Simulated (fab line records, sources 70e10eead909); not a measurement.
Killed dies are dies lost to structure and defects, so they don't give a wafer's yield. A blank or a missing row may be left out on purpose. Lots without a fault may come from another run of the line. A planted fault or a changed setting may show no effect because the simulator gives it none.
fab line records | flow nand_harc
record lots=5 wafers=15 last_day=33
route steps=1302 shown A_CHANNEL_HOLE_D1@480 A_CHANNEL_FILL_D1@490
lots that met no fault: from a run of the same line without faults
start_h: hours from the record's first day to the start of the lot's first wafer shown | wait_h: hours since the lot's step before | " the same as in the row above | L1.1+2: a row that stands for several wafers | - no value, or no start given | * or withheld: withheld | < > ~ a bound
route shown NAME@n: a module of which the file shows steps, and the number in the route of the first | usual: mean/standard deviation of fault-free wafers | same: alike in all rows | chamber/n: place in a boat | sites: the reading at each site | _std_site: their standard deviation | _edge_site: outer sites' mean less inner sites' | radius_mm: how far each site lies from the wafer's centre | mask NAME#n: copy n | behind: the tool/chamber that last shaped the wafer | hold: why the lot was held/for how many hours/how that ended | device: the transistor (n, p or np) that didn't switch | end of line: the same wafers' tests at the end of the route | a step without rows: its recipe alone | killed: dies lost to structure and defects at the first sort, not the wafer's yield | map: a wafer's dies, x killed, . not, _ none there
set.NAME: the setting as run; set.NAME@STEP: as run at that earlier step | model.NAME: the simulator's own value behind a step, which no gauge read
lots at some steps of the route; a table a step, a row a wafer
services: from which hour (start_h, from the record's first day; less than 0 if before it) a tool's chamber was out of use, for how many hours, and why
## steps
# step NHARC_A_CHANNEL_HOLE_D1_STRIP_41
# recipe n2_flow_sccm=150 h2_flow_sccm=150 ar_flow_sccm=0 bias_w=0 chemistry=N2/H2
# step NHARC_A_CHANNEL_HOLE_D1_STRIP_42
# recipe cf4_flow_sccm=100 chf3_flow_sccm=30 ar_flow_sccm=0 bias_w=0 chemistry=CF4/CHF3
# step NHARC_A_CHANNEL_HOLE_D1_STRIP_43
# recipe o2_flow_sccm=400 cos_flow_sccm=20 ar_flow_sccm=0 bias_w=0 chemistry=O2/COS
# step NHARC_A_CHANNEL_HOLE_D1_ETCH_44
# recipe target_depth_a=1400 overetch_a=140 time_s=77 ion_energy_ev=100 cf4_flow_sccm=80 o2_flow_sccm=20 ar_flow_sccm=0 rf_w=300 bias_w=100 chemistry=CF4/O2
# usual chamber_pressure_mTorr=29.998/0.026 drypump_motor_current_A=5.7/0.39 o2_flow_sccm=20.00/0.062 oes_o_777_au=1.001/0.0043 oes_product_au=0.998/0.0088 rf_vpp_V=197.3/1.4 showerhead_plenum_p_Torr=1.31/0.046 throttle_valve_pct=13.396/0.0078
# columns lot.wafer tool chamber start_h wait_h chamber_pressure_mTorr drypump_motor_current_A o2_flow_sccm oes_o_777_au oes_product_au rf_hours_counter_h rf_vpp_V showerhead_plenum_p_Torr throttle_valve_pct
L841.2 rie_diel-12 1 197.09 0.1 29.969 5.7 20.03 1.002 1.007 9 198.3 1.31 13.391
L841.6 " 3 " " 30.015 5.9 20.00 1.001 0.995 - 196.3 1.26 13.385
L841.5 " 1 " " 30.012 5.7 20.00 0.992 1.003 - 198.0 1.31 13.393
L847.2 rie_diel-12 0 288.82 0.1 29.934 6.3 20.01 0.998 1.002 3 197.6 1.31 13.394
L847.4 " 3 " " 29.992 5.9 19.97 1.009 0.980 - 196.1 1.26 13.410
L847.5 " 0 " " 29.992 6.3 19.94 1.003 0.997 - 196.0 1.31 13.411
L851.1 rie_diel-12 3 309.91 0.1 30.007 5.9 20.02 1.000 1.000 6 197.6 1.26 13.419
L851.2 " 1 " " 29.978 5.7 20.12 1.002 0.997 1 195.5 1.31 13.401
L851.5 " 3 " " 29.968 5.9 20.02 1.003 0.985 - 196.5 1.26 13.399
L859.3 rie_diel-12 3 368.47 0.1 29.966 5.9 19.93 1.004 0.999 10 198.1 1.26 13.395
L859.4 " 1 " " 30.011 5.7 20.00 1.001 0.992 7 197.1 1.31 13.390
L859.6 " 0 " " 29.961 6.3 19.89 1.006 0.996 - 196.0 1.30 13.390
L861.2 rie_diel-12 3 408.80 0.1 29.971 5.9 19.95 1.001 1.010 13 196.4 1.26 13.381
L861.4 " 0 " " 30.033 6.3 19.98 1.002 1.006 14 196.0 1.30 13.395
L861.6 " 3 " " 30.008 5.9 20.00 1.003 1.008 - 197.6 1.26 13.387
# step NHARC_A_CHANNEL_HOLE_D1_STRIP_27
# recipe o2_flow_sccm=500 ar_flow_sccm=0 bias_w=0 chemistry=O2
# usual chamber_pressure_mTorr=59.99/0.051 drypump_motor_current_A=5.8/0.41 o2_flow_sccm=499.8/1.5 oes_product_au=0.997/0.0092 rf_vpp_V=57.6/0.82 showerhead_plenum_p_Torr=3.47/0.12 throttle_valve_pct=17.035/0.0093
# columns lot.wafer tool chamber start_h wait_h chamber_pressure_mTorr drypump_motor_current_A o2_flow_sccm oes_product_au rf_hours_counter_h rf_vpp_V showerhead_plenum_p_Torr throttle_valve_pct
L841.2 rie_diel-12 3 - - 60.01 5.9 500.7 0.984 11 57.8 3.35 17.036
L841.5 " 1 " " 60.02 5.7 498.1 1.003 - 57.4 3.47 17.025
L841.6 " 3 " " 59.94 5.9 501.6 0.993 - 56.8 3.35 17.041
L847.2 rie_diel-12 3 - - 60.04 6.0 499.9 0.992 3 57.7 3.35 17.030
L847.4 " 2 " " 60.08 5.3 500.6 0.988 - 58.2 3.65 17.031
L847.5 " 0 " " 60.09 6.3 497.6 0.994 - 57.4 3.45 17.027
L851.2 rie_diel-12 3 - - 59.99 5.9 500.8 0.995 6 58.4 3.34 17.031
L851.1 " 0 " " 60.02 6.3 501.5 0.991 6 58.3 3.45 17.031
L851.5 " 1 " " 59.92 5.7 501.1 0.991 - 57.7 3.47 17.039
L859.3 rie_diel-12 2 - - 59.95 5.3 500.1 1.002 11 57.5 3.64 17.036
L859.4 " 1 " " 59.99 5.7 498.1 0.999 7 58.7 3.47 17.045
L859.6 " 2 " " 60.01 5.3 501.1 0.999 - 57.0 3.64 17.033
L861.2 rie_diel-12 3 - - 59.97 5.9 499.7 1.004 13 55.9 3.34 17.030
L861.4 " 0 " " 60.07 6.3 500.3 0.998 14 58.3 3.45 17.042
L861.6 " 0 " " 59.96 6.3 499.9 1.004 - 58.3 3.45 17.031
# step NHARC_A_CHANNEL_HOLE_D1_PRECLEAN_28
# recipe time_s=* temp_c=50 bath_age_min=0 chemistry=SC1
# step NHARC_A_CHANNEL_HOLE_D1_SRD_29
# step NHARC_A_CHANNEL_HOLE_D1_CD_MEAS_30
# usual cd_nm=89.4/1.1
# columns lot.wafer tool chamber start_h wait_h cd_nm
L841.2 cd_sem-02 - 197.99 - 89.7
L841.5 " - " " 90.1
L841.6 " - " " 90.0
L847.2 cd_sem-02 - 289.82 0.1 90.2
L847.4 " - " " 89.4
L847.5 " - " " 87.7
L851.1 cd_sem-02 - 310.75 0.1 88.3
L851.2 " - " " 88.3
L851.5 " - " " 89.3
L859.3 cd_sem-01 - 369.27 - 89.8
L859.4 " - " " 89.8
L859.6 " - " " 89.9
L861.2 cd_sem-01 - 409.62 0.1 91.0
L861.4 " - " " 87.2
L861.6 " - " " 91.9
# step NHARC_A_CHANNEL_HOLE_D1_XSEM_31
# recipe landing_energy_ev=35000
# usual bot_cd_nm=74.1/1.3 bow_nm=8.67/0.25 tilt_deg=0.08/0.035
# columns lot.wafer tool chamber start_h wait_h bot_cd_nm bow_nm tilt_deg
L841.2 xsem-01 0 198.08 0.1 74.0 8.80 0.09
L841.5 " 0 " " 73.8 8.89 0.09
L841.6 " 0 " " 74.0 8.78 0.09
L847.2 xsem-01 0 289.91 0.1 74.7 8.88 0.09
L847.4 " 0 " " 74.5 8.84 0.09
L847.5 " 0 " " 71.8 8.90 0.09
L851.1 xsem-01 0 310.83 0.1 72.0 8.55 0.01
L851.2 " 0 " " 72.5 8.59 0.00
L851.5 " 0 " " 72.8 8.62 0.00
L859.3 xsem-01 0 369.36 0.1 75.5 8.84 0.08
L859.4 " 0 " " 75.8 8.86 0.08
L859.6 " 0 " " 75.6 8.81 0.08
L861.2 xsem-02 0 409.72 0.1 76.3 9.09 0.11
L861.4 " 0 " " 72.5 9.08 0.11
L861.6 " 0 " " 76.6 9.12 0.12
# step NHARC_A_CHANNEL_HOLE_D1_INSPECT_40
# usual raw_defect_count=70/25
# columns lot.wafer tool chamber start_h wait_h raw_defect_count
L841.2 defect_inspect-01 - 198.18 - 89
L841.5 " - " " 84
L841.6 " - " " 91
L847.2 defect_inspect-01 - 290.01 - 65
L847.4 " - " " 42
L847.5 " - " " 35
L851.1 defect_inspect-01 - 310.93 - 89
L851.2 " - " " 82
L851.5 " - " " 94
L859.3 defect_inspect-02 - 369.45 - 111
L859.4 " - " " 78
L859.6 " - " " 71
L861.2 defect_inspect-01 - 409.81 - 47
L861.4 " - " " 54
L861.6 " - " " 41
# step NHARC_A_CHANNEL_FILL_D1_PRECLEAN_00
# recipe time_s=* temp_c=50 bath_age_min=0 chemistry=SC1
# step NHARC_A_CHANNEL_FILL_D1_SRD_01
# step NHARC_A_CHANNEL_FILL_D1_ALD_02
# recipe target_thk_a=60 pulse_time_s=10 ald_cycles=60 temp_c=300 material=SiO2
# usual ald_cycles=60/0 heater_power_w=481/55 precursor_pulse_height_rel=0.997/0.02
# columns lot.wafer tool chamber start_h wait_h ald_cycles heater_power_w precursor_pulse_height_rel
L841.2 ald_hk-03 1 198.44 - 60 511 0.983
L841.5 " 0 " " 60 527 1.005
L841.6 " 1 " " 60 488 1.013
L847.4 ald_hk-04 0 290.27 - 60 484 1.050
L847.2 " 2 " " 60 451 1.000
L847.5 " 3 " " 60 376 1.003
L851.2 ald_hk-03 1 311.12 - 60 479 0.983
L851.1 " 3 " " 73 602 1.017
L851.5 " 2 " " 73 495 1.012
L859.3 ald_hk-04 1 369.64 - 60 465 1.013
L859.4 " 3 " " 60 382 0.996
L859.6 " 2 " " 60 453 1.005
L861.4 ald_hk-04 1 410.01 - 60 469 0.990
L861.2 " 3 " " 60 390 1.013
L861.6 " 1 " " 60 479 0.994
# step NHARC_A_CHANNEL_FILL_D1_ALD_03
# recipe target_thk_a=60 pulse_time_s=60 ald_cycles=58 temp_c=630 pressure_torr=2 material=SiNx
# usual ald_cycles=58/0 precursor_pulse_height_rel=0.999/0.022
# columns lot.wafer tool chamber start_h wait_h ald_cycles precursor_pulse_height_rel
L841.2 ald_sin_batch-02 0 - - 58 0.969
L841.5 " 0 " " 58 0.986
L841.6 " 0 " " 58 1.025
L847.2 ald_sin_batch-01 0 - - 58 0.962
L847.4 " 0 " " 58 0.984
L847.5 " 0 " " 58 1.004
L851.1 ald_sin_batch-03 0 - - 58 0.987
L851.2 " 0 " " 58 0.962
L851.5 " 0 " " 58 0.987
L859.3 ald_sin_batch-01 0 - - 58 0.978
L859.4 " 0 " " 58 1.025
L859.6 " 0 " " 58 0.987
L861.2 ald_sin_batch-02 0 - - 58 0.976
L861.4 " 0 " " 58 1.017
L861.6 " 0 " " 58 1.002
## services
# columns tool chamber start_h hours kind
rie_diel-12 0 174.37 - clean
rie_diel-12 1 174.37 - clean
rie_diel-12 2 174.37 - clean
rie_diel-12 3 174.37 - clean
rie_diel-12 0 187.32 14.6 repair
rie_diel-12 1 198.87 - clean
rie_diel-12 2 198.87 - clean
rie_diel-12 3 198.87 - clean
ald_hk-03 - 214.56 10.0 pm
rie_diel-12 0 223.37 - clean
rie_diel-12 1 223.37 - clean
rie_diel-12 2 223.37 - clean
rie_diel-12 3 223.37 - clean
rie_diel-12 0 247.87 - clean
rie_diel-12 1 247.87 - clean
rie_diel-12 - 252.69 0.6 repair
ald_sin_batch-02 - 266.73 26.0 pm
rie_diel-12 - 268.80 9.0 pm
rie_diel-12 1 283.26 15.4 repair
ald_hk-03 - 365.91 0.6 repair
xsem-01 - 374.00 14.0 pm
xsem-02 - 387.57 0.5 repair
rie_diel-12 - 390.52 0.5 repair
ald_hk-03 - 392.56 10.0 pm
## key
first_sign step=NHARC_A_CHANNEL_FILL_D1_ALD_02 reading=ald_cycles direction=up sigmas=99+ usual=60 struck=73
effect none on later readings
met_at NHARC_A_CHANNEL_FILL_D1_ALD_02
struck_wafers L851.1,L851.5
tester_left_out L851
onset_between 198.44 311.12
fault kind=process_parameter_drift tool=ald_hk-03 chamber=- onset_h=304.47 steps=NHARC_A_CHANNEL_FILL_D1_ALD_02 channel=ald_cycles offset=13 shape=step end_h=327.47 scope=struck_wafers_only acts_in=these_recipes_only stated=60
# tester_left_out: of these lots the tester's yield and bins aren't shown, on N5 and GAA mostly nor the transistor test; their killed dies are dies lost to structure and defects alone, not to doping, threshold or leakage, so they don't give the yield
